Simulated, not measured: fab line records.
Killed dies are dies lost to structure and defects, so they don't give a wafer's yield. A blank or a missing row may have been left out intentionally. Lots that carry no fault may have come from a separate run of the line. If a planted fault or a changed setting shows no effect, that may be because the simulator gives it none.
Which of the tools did it? :: flow n5-finfet :: 9 lots with 26 wafers sampled at 5 steps, on a route of 1938 steps

== WHAT EACH GAUGE READ, for each wafer ==
N5_BEOL_M4_RC_MEAS_101.
lot: L156
measured: day 7 21:37
on: prober-02
RS_NWELL (ohm/sq): 1037 1043 1039

lot: L158
measured: day 8 12:00
on: prober-01
RS_NWELL (ohm/sq): 1046 1035 1037

lot: L163
measured: day 9 13:25
on: prober-02
RS_NWELL (ohm/sq): 1036 1038 1034

lot: L164
measured: day 9 17:02
on: prober-01
RS_NWELL (ohm/sq): 1042 1052 1042

lot: L167
measured: day 10 20:29
on: prober-01
RS_NWELL (ohm/sq): 1036 1035 1030

lot: L169
measured: day 11 07:04
on: prober-01
RS_NWELL (ohm/sq): 1043 1039

lot: L170
measured: day 11 14:14
on: prober-02
RS_NWELL (ohm/sq): 1100 1102 1104

lot: L171
measured: day 11 17:20
on: prober-01
RS_NWELL (ohm/sq): 1099 1091 1101

lot: L179
measured: day 13 15:45
on: prober-02
RS_NWELL (ohm/sq): 1035 1030 1026

== WHICH TOOL RAN EACH LOT (tool, then ch and the chambers of the sampled wafers, then the start) ==
lot: L156
N5_ZERO_LAYER_PECVD_02: pecvd-03 ch 0,2, day 1 12:17
N5_WELL_APT_DESCUM_13: rie-diel-06 ch 1,2, day 1 14:13
N5_WELL_APT_IMPLANT_14: implanter-02 ch 0, day 1 14:22
N5_PMOS_HMC_CHANNEL_EPI_EPI_26: epi-rpcvd-04 ch 0, day 1 20:42

lot: L158
N5_ZERO_LAYER_PECVD_02: pecvd-03 ch 1,2, day 2 00:18
N5_WELL_APT_DESCUM_13: rie-diel-02 ch 1,3, day 2 02:01
N5_WELL_APT_IMPLANT_14: implanter-02 ch 0, day 2 02:11
N5_PMOS_HMC_CHANNEL_EPI_EPI_26: epi-rpcvd-04 ch 0, day 2 08:12

lot: L163
N5_ZERO_LAYER_PECVD_02: pecvd-01 ch 1,2, day 3 06:17
N5_WELL_APT_DESCUM_13: rie-diel-06 ch 0,1,2, day 3 08:05
N5_WELL_APT_IMPLANT_14: implanter-02 ch 0, day 3 08:13
N5_PMOS_HMC_CHANNEL_EPI_EPI_26: epi-rpcvd-02 ch 0, day 3 14:23

lot: L164
N5_ZERO_LAYER_PECVD_02: pecvd-03 ch 0,1,2, day 3 12:17
N5_WELL_APT_DESCUM_13: rie-diel-02 ch 0,1,3, day 3 14:32
N5_WELL_APT_IMPLANT_14: implanter-02 ch 0, day 3 14:38
N5_PMOS_HMC_CHANNEL_EPI_EPI_26: epi-rpcvd-03 ch 0, day 3 20:35

lot: L167
N5_ZERO_LAYER_PECVD_02: pecvd-01 ch 0,1,2, day 4 06:17
N5_WELL_APT_DESCUM_13: rie-diel-02 ch 0,2,3, day 4 07:46
N5_WELL_APT_IMPLANT_14: implanter-01 ch 0, day 4 07:54
N5_PMOS_HMC_CHANNEL_EPI_EPI_26: epi-rpcvd-02 ch 0, day 4 13:38

lot: L169
N5_ZERO_LAYER_PECVD_02: pecvd-04 ch 1,2, day 4 18:20
N5_WELL_APT_DESCUM_13: rie-diel-05 ch 0,1, day 4 19:40
N5_WELL_APT_IMPLANT_14: implanter-02 ch 0, day 4 19:51
N5_PMOS_HMC_CHANNEL_EPI_EPI_26: epi-rpcvd-04 ch 0, day 5 01:36

lot: L170
N5_ZERO_LAYER_PECVD_02: pecvd-04 ch 0,1,2, day 5 00:17
N5_WELL_APT_DESCUM_13: rie-diel-02 ch 1,2, day 5 01:47
N5_WELL_APT_IMPLANT_14: implanter-02 ch 0, day 5 01:53
N5_PMOS_HMC_CHANNEL_EPI_EPI_26: epi-rpcvd-02 ch 0, day 5 07:28

lot: L171
N5_ZERO_LAYER_PECVD_02: pecvd-03 ch 0,2, day 5 06:17
N5_WELL_APT_DESCUM_13: rie-diel-05 ch 0,1,2, day 5 07:58
N5_WELL_APT_IMPLANT_14: implanter-02 ch 0, day 5 08:04
N5_PMOS_HMC_CHANNEL_EPI_EPI_26: epi-rpcvd-04 ch 0, day 5 13:47

lot: L179
N5_ZERO_LAYER_PECVD_02: pecvd-03 ch 0,1,2, day 7 06:18
N5_WELL_APT_DESCUM_13: rie-diel-06 ch 0,1,2, day 7 07:40
N5_WELL_APT_IMPLANT_14: implanter-01 ch 0, day 7 07:46
N5_PMOS_HMC_CHANNEL_EPI_EPI_26: epi-rpcvd-02 ch 0, day 7 14:17
- N5_ZERO_LAYER_PECVD_02: deposits SiO2 from SiH4/N2O, target thk 10 nm, time 6 s.
- N5_WELL_APT_DESCUM_13: chemistry O2, time 7.9 s.
- N5_WELL_APT_IMPLANT_14
- N5_PMOS_HMC_CHANNEL_EPI_EPI_26: deposits Si from SiH4/H2, target thk 3.8 nm, time 22.7 s.

== THE ANSWER, worked out from the rows above alone ==
Rule: what is usual is taken from the lots themselves. Put in order of their means at a reading, lots are off if they are a third of the lots or fewer, leave a main group of 4 or more, and stand apart from it by a gap of 3 or more times the standard deviation of the main group's means; of several such gaps the widest counts. If all means in a main group match to the digits the tables above print for the reading, that group is not used. A lot without any number at a reading at which 4 lots or more have one is off too. Where the step has rows for the other lots, those lots are counted as sound.
Off: L170, L171, seen at N5_BEOL_M4_RC_MEAS_101 (RS_NWELL). The main group: mean 1038 ohm/sq, standard deviation 4.6.
If a tool, at a process step before that reading, ran all the lots that are off and no sound lot after the first of them, it fits. The gauges at N5_BEOL_M4_RC_MEAS_101 are tried like those tools. One fits: N5_WELL_APT_IMPLANT_14 on implanter-02. Its last sound lot is L169 (day 4 19:51), its first lot that is off L170 (day 5 01:53): a fault that began between those two fits.

== WHAT HAD BEEN PUT IN BY THE SIMULATOR ==
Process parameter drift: implanter-02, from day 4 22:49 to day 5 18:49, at N5_WELL_APT_IMPLANT_14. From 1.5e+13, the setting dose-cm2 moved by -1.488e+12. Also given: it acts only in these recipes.
Lots struck among those shown: L170, L171. The rule given above showed the same thing.
